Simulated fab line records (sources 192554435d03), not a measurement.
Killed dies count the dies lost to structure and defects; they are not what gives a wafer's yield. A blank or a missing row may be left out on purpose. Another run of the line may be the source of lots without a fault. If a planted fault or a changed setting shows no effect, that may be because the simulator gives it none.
What tool caused it?	flow n5-finfet	Sampling: 10 lots, 30 wafers, 5 of 1938 route steps

WHAT EACH GAUGE READ, for each wafer
N5_GATE_CUT_INSPECT_15: inspects for defects (brightfield). Usual: raw-defect-count 135, standard deviation 46.
lot	measured	on	raw-defect-count	flag
L900	day 4 15:37	defect-inspect-02	115 100 126	
L909	day 6 22:56	defect-inspect-01	114 126 67	
L910	day 7 06:23	defect-inspect-01	107 145 203	
L913	day 7 22:34	defect-inspect-01	99 134 111	
L914	day 7 23:47	defect-inspect-01	118 117 70	
L916	day 8 12:04	defect-inspect-01	80 63 119	
L917	day 8 18:43	defect-inspect-02	233 173 360	
L920	day 9 12:54	defect-inspect-02	96 96 159	
L922	day 10 01:43	defect-inspect-02	137 121 215	
L923	day 10 11:25	defect-inspect-02	106 109 159	

N5_BEOL_M4_RC_MEAS_101. Usual: DIBL_N 35.9 mV/V, standard deviation 1.4; DIBL_P 35.9 mV/V, standard deviation 1.7; IOFF_N 0.155 nA/um, standard deviation 0.023; IOFF_P 0.201 nA/um, standard deviation 0.029; ION_N 672 uA/um, standard deviation 8.8; ION_P 460 uA/um, standard deviation 7; SS_N 71.6 mV/dec, standard deviation 0.48; SS_P 73.1 mV/dec, standard deviation 0.64; VT_N 250.0 mV, standard deviation 3; VT_P -251.6 mV, standard deviation 3.
lot	measured	on	DIBL_N (mV/V)	DIBL_P (mV/V)	IOFF_N (nA/um)	IOFF_P (nA/um)	ION_N (uA/um)	ION_P (uA/um)	SS_N (mV/dec)	SS_P (mV/dec)	VT_N (mV)	VT_P (mV)	flag
L900	day 8 02:14	prober-02	34.6 38.2 37.1	35.1 38.6 37.4	0.131 0.191 0.174	0.195 0.252 0.229	667 680 672	460 464 459	71.7 72.2 71.7	73.3 74.6 74.0	250.4 245.9 247.3	-252.1 -250.6 -249.8	
L909	day 10 18:28	prober-02	33.1 35.3 33.2	31.8 34.6 32.0	0.114 0.157 0.117	0.162 0.205 0.164	657 674 674	454 459 458	71.0 71.5 69.9	72.5 73.1 71.5	251.4 247.7 253.3	-253.1 -252.2 -252.7	
L910	day 11 03:59	prober-01	34.5 37.0 35.2	35.1 37.8 35.1	0.126 0.169 0.134	0.184 0.221 0.179	654 685 661	457 474 460	71.1 71.7 70.8	72.0 73.6 72.5	255.7 249.0 250.9	-250.0 -250.5 -252.3	
L913	day 11 08:53	prober-02	36.8 36.6 38.6	35.0 35.1 36.8	0.145 0.154 0.183	0.215 0.227 0.245	666 675 684	462 469 464	71.4 71.7 71.6	72.6 73.5 74.0	251.2 250.8 248.2	-248.6 -249.7 -249.9	
L914	day 11 12:03	prober-01	36.9 37.7 36.5	36.8 37.6 35.2	0.183 0.198 0.170	0.244 0.260 0.227	684 671 670	467 463 461	72.1 72.6 72.4	74.0 73.6 73.7	246.3 244.0 248.2	-249.6 -246.0 -249.3	
L916	day 12 05:29	prober-01	38.6 39.0 37.4	36.4 37.3 35.3	0.165 0.177 0.144	0.210 0.217 0.196	677 675 675	464 457 458	71.7 71.8 71.4	73.7 74.6 73.4	249.1 250.3 247.9	-251.6 -251.7 -251.1	
L917	day 12 11:29	prober-02	36.4 35.6 35.2	35.5 35.2 34.7	0.143 0.139 0.133	0.189 0.183 0.179	663 666 671	457 455 466	72.0 71.2 70.8	73.6 72.5 72.3	251.3 253.8 253.2	-252.0 -253.8 -254.1	
L920	day 12 22:28	prober-02	39.1 38.5 37.6	39.8 39.4 38.0	0.211 0.195 0.187	0.260 0.250 0.231	682 685 686	462 464 469	72.3 72.4 71.8	74.4 73.7 73.0	243.3 248.6 243.6	-250.6 -249.5 -249.3	
L922	day 13 18:04	prober-01	35.9 37.2 34.9	35.7 35.9 34.2	0.155 0.157 0.132	0.183 0.196 0.171	679 670 666	461 454 451	71.4 71.7 70.5	72.8 73.5 73.4	248.4 250.7 252.3	-253.1 -252.3 -254.2	
L923	day 13 23:38	prober-02	35.6 34.9 33.5	34.0 34.2 32.8	0.141 0.131 0.113	0.186 0.198 0.168	649 668 654	448 462 454	71.7 71.1 71.0	72.6 73.4 72.6	255.4 250.9 256.9	-253.7 -251.9 -252.6	

TOOL THAT RAN EACH LOT (tool first, then ch and the chambers of the sampled wafers, then the start)
lot	N5_GATE_CUT_ETCHBACK_30	N5_GATE_CUT_HM_DEP_46	N5_GATE_CUT_COAT_07
L900	rie-metal-02 ch 0,1, day 4 12:04	pecvd-03 ch 0,1,2, day 4 15:04	litho-track-03 ch 0, day 4 15:08
L909	rie-metal-01 ch 1, day 6 19:15	pecvd-04 ch 0,1,2, day 6 22:25	litho-track-03 ch 0, day 6 22:28
L910	rie-metal-02 ch 0,1, day 7 02:48	pecvd-01 ch 0,1,2, day 7 05:50	litho-track-03 ch 0, day 7 05:55
L913	rie-metal-02 ch 0,1, day 7 19:01	pecvd-04 ch 0,1,2, day 7 22:01	litho-track-05 ch 0, day 7 22:05
L914	rie-metal-01 ch 1, day 7 20:10	pecvd-03 ch 0,1,2, day 7 23:14	litho-track-05 ch 0, day 7 23:19
L916	rie-metal-02 ch 0,1, day 8 08:37	pecvd-04 ch 0,1, day 8 11:38	litho-track-04 ch 0, day 8 11:42
L917	rie-metal-02 ch 0, day 8 15:13	pecvd-03 ch 0,1, day 8 18:16	litho-track-04 ch 0, day 8 18:22
L920	rie-metal-01 ch 0,1, day 9 08:14	pecvd-01 ch 0,2, day 9 12:29	litho-track-04 ch 0, day 9 12:33
L922	rie-metal-03 ch 0,1, day 9 21:41	pecvd-01 ch 0,1,2, day 10 01:17	litho-track-03 ch 0, day 10 01:22
L923	rie-metal-03 ch 0,1, day 10 07:46	pecvd-03 ch 0,1,2, day 10 10:52	litho-track-03 ch 0, day 10 10:57
- N5_GATE_CUT_ETCHBACK_30: etches TiN in Cl2/Ar, target depth 3 nm.
- N5_GATE_CUT_HM_DEP_46: deposits SiO2 from TEOS/O2, target thk 130 nm, time 26.6 s.
- N5_GATE_CUT_COAT_07: resist thk 30 nm.

AS READ BY THE TOOLS THEMSELVES (means over the sampled wafers that have a number; for cases with no such wafer, the mark the record gives instead)
N5_GATE_CUT_ETCHBACK_30. Usual: drypump-motor-current-A 5.7 A, standard deviation 0.32; oes-product-au 0.78 a.u., standard deviation 0.11; throttle-valve-pct 20.84 %, standard deviation 0.17.
lot	tool	drypump-motor-current-A (A)	oes-product-au (a.u.)	throttle-valve-pct (%)	flag
L900	rie-metal-02	5.5	0.82	20.79	
L909	rie-metal-01	6.3	0.77	20.71	
L910	rie-metal-02	5.5	0.81	20.80	
L913	rie-metal-02	5.5	0.81	20.80	
L914	rie-metal-01	6.4	0.76	20.73	
L916	rie-metal-02	5.4	0.79	20.82	
L917	rie-metal-02	5.4	0.90	20.90	
L920	rie-metal-01	6.1	0.82	20.73	
L922	rie-metal-03	5.9	0.67	20.85	
L923	rie-metal-03	5.9	0.65	21.04	

N5_GATE_CUT_HM_DEP_46. Usual: chamber-pressure-Torr 6.497 Torr, standard deviation 0.016; heater-power-w 573 W, standard deviation 140; showerhead-plenum-p-Torr 8.350 Torr, standard deviation 0.021; throttle-valve-pct 18.8 %, standard deviation 1.3.
lot	tool	chamber-pressure-Torr (Torr)	heater-power-w (W)	showerhead-plenum-p-Torr (Torr)	throttle-valve-pct (%)	flag
L900	pecvd-03	6.488	575	8.350	19.8	
L909	pecvd-04	6.505	692	8.337	18.0	
L910	pecvd-01	6.497	523	8.358	18.6	
L913	pecvd-04	6.480	753	8.347	17.8	
L914	pecvd-03	6.500	536	8.344	19.7	
L916	pecvd-04	6.489	784	8.337	17.7	
L917	pecvd-03	6.496	455	8.352	20.4	
L920	pecvd-01	6.498	535	8.365	17.9	
L922	pecvd-01	6.506	520	8.362	18.6	
L923	pecvd-03	6.490	567	8.347	19.8	

N5_GATE_CUT_COAT_07. Usual: dispense-pressure-kPa 51.8 kPa, standard deviation 2.1; spin-speed-rpm 1500.1 rpm, standard deviation 1.2.
lot	tool	dispense-pressure-kPa (kPa)	spin-speed-rpm (rpm)	flag
L900	litho-track-03	53.8	1500.8	
L909	litho-track-03	53.8	1539.5	OFF
L910	litho-track-03	53.8	1540.3	OFF
L913	litho-track-05	48.0	1500.5	
L914	litho-track-05	48.0	1498.4	
L916	litho-track-04	50.4	1499.6	
L917	litho-track-04	50.4	1499.6	
L920	litho-track-04	50.4	1499.0	
L922	litho-track-03	53.8	1499.5	
L923	litho-track-03	53.8	1499.4	

THE ANSWER, worked out from the rows above alone
Rule: take the mean of a lot's wafers that have a number; if it is more than 3 standard deviations from the usual mean, the lot is off. Also off: a lot with no number at a reading for which 4 or more lots have one. The other lots that the step has rows for count as sound. The gauges are gone through in route order, then the tools' own readings, and for those a lot's mean is taken as printed above. The first step at which some lot is off is used, and at that step the reading that is off furthest; a lot without a number counts as furthest.
Off at N5_GATE_CUT_COAT_07 (spin-speed-rpm): L909, L910.
A tool fits if, at that step or a process step before it, it ran every lot that is off, and no sound lot after the first of them. Of those tried, none fits.

WHAT HAD BEEN PUT IN BY THE SIMULATOR
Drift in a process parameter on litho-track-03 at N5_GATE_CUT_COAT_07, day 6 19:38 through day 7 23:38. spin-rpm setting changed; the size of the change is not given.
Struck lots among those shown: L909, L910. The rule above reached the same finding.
